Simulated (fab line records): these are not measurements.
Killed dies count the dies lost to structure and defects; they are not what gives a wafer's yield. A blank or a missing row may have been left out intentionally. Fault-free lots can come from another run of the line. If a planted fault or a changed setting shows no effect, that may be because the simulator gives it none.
Split-lot experiment | flow n5-finfet | route with 1938 steps; 7 lots, 21 wafers read

== ABOUT THE SPLIT ==
At N5_BEOL_M1_ILD_DEP_00 (deposits SiOC from DEMS/O2, target thk 79 nm, time 15.3 s), the setting time-s was moved away from the recipe's 15.3 s on 6 of the 21 wafers read, by -11.4% to +14.4%. All remaining wafers had this setting at the recipe value.

Between the split and the reading, the file records no step.

== THE READING ==
Values of M1_ILD_THK in nm from N5_BEOL_M1_THK_MEAS_01. Fault-free wafers of this fab line usually give 78.9 nm, standard deviation 0.99 nm.

wafer  | tool, chamber at the split | time-s as run, s | against the recipe | M1_ILD_THK, nm | against lot-mates on the recipe
L078.1 | pecvd-03, 0                | 15.3             | recipe             | 78.6           | -
L078.4 | pecvd-03, 2                | 15.3             | recipe             | 79.1           | -
L078.5 | pecvd-03, 2                | 15.3             | recipe             | 80.1           | -
L081.4 | pecvd-02, 1                | 15.3             | recipe             | 78.8           | -
L081.5 | pecvd-02, 2                | 16.44            | +7.5%              | 84.1           | +5.3
L081.6 | pecvd-02, 0                | 16.44            | +7.5%              | 84.4           | +5.6
L082.1 | pecvd-01, 2                | 15.3             | recipe             | 77.8           | -
L082.2 | pecvd-01, 1                | 15.3             | recipe             | 78.0           | -
L082.6 | pecvd-01, 1                | 15.3             | recipe             | 79.6           | -
L085.2 | pecvd-03, 1                | 15.3             | recipe             | 78.1           | -
L085.5 | pecvd-03, 0                | 13.56            | -11.4%             | 70.7           | -7.9
L085.6 | pecvd-03, 2                | 15.3             | recipe             | 79.1           | -
L090.1 | pecvd-03, 1,2              | 15.3             | recipe             | 78.7           | -
L090.3 | pecvd-03, 2                | 15.3             | recipe             | 78.1           | -
L090.5 | pecvd-03, 1,2              | 15.3             | recipe             | 78.7           | -
L091.3 | pecvd-01, 1                | 15.3             | recipe             | 80.9           | -
L091.4 | pecvd-01, 0                | 14.47            | -5.4%              | 76.3           | -4.5
L091.6 | pecvd-01, 0                | 15.3             | recipe             | 80.6           | -
L094.1 | pecvd-02, 2                | 17.51            | +14.4%             | 90.6           | +10.2
L094.2 | pecvd-02, 0                | 17.51            | +14.4%             | 89.1           | +8.7
L094.4 | pecvd-02, 2                | 15.3             | recipe             | 80.4           | -
Rows listing several chambers each stand for several wafers; the file does not say which wafer went through which chamber.

FIT RESULTS
A straight line over all 21 wafers: M1_ILD_THK changes by +0.723 nm for each +1% of time-s; r = +0.98; the points scatter about the line by 0.94 nm.
The same after taking each lot's own level away (the mean of its wafers on the recipe; 21 wafers): +0.683 nm for each +1%; r = +0.99; scatter 0.57 nm.
According to that fit, moving time-s by its largest amount changes the reading by 9.9 nm.
Measured against the standard deviation above, the lots' own levels, which go from 78.47 to 80.75 nm, span 2.3 times it.
The two slopes agree, so the slope changes little with the lot-to-lot level.
Check: with one of the wafers moved furthest among these (+14.4%) left out of the fit, the line predicts +9.65 nm for it against its lot-mates. It came out at +10.2 nm against them.

== THE OTHER SPLITS THESE WAFERS WENT THROUGH ==
These wafers also went through other splits before the reading. Each is held against what the fit with the lots' levels taken away leaves over:
other split on the same wafers    | wafers away from the commonest value | r with M1_ILD_THK (lot level and that fit taken away)
N5_BEOL_M0_SAQP_EXPOSE_37 dose-mj | 8                                    | +0.22

== THE WHOLE CHAIN: every reading that the file lists as answering this split, in the file's order ==
step                   | what it does                                              | reading                                                                            | change (the file's fit)               | r (the file's)
N5_BEOL_M1_ILD_DEP_00  | deposits SiOC from DEMS/O2, target thk 79 nm, time 15.3 s | SiOC_of_BEOL_M1_ILD_DEP_00.thk-nm (the simulator's own value, which no gauge read) | +0.689 nm for each +1% of the setting | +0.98
N5_BEOL_M1_THK_MEAS_01 |                                                           | M1_ILD_THK                                                                         | +0.688 for each +1% of the setting    | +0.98

== FILE'S OWN FIT ==
M1_ILD_THK changes by +0.688 nm for each +1% of time-s, r = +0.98.
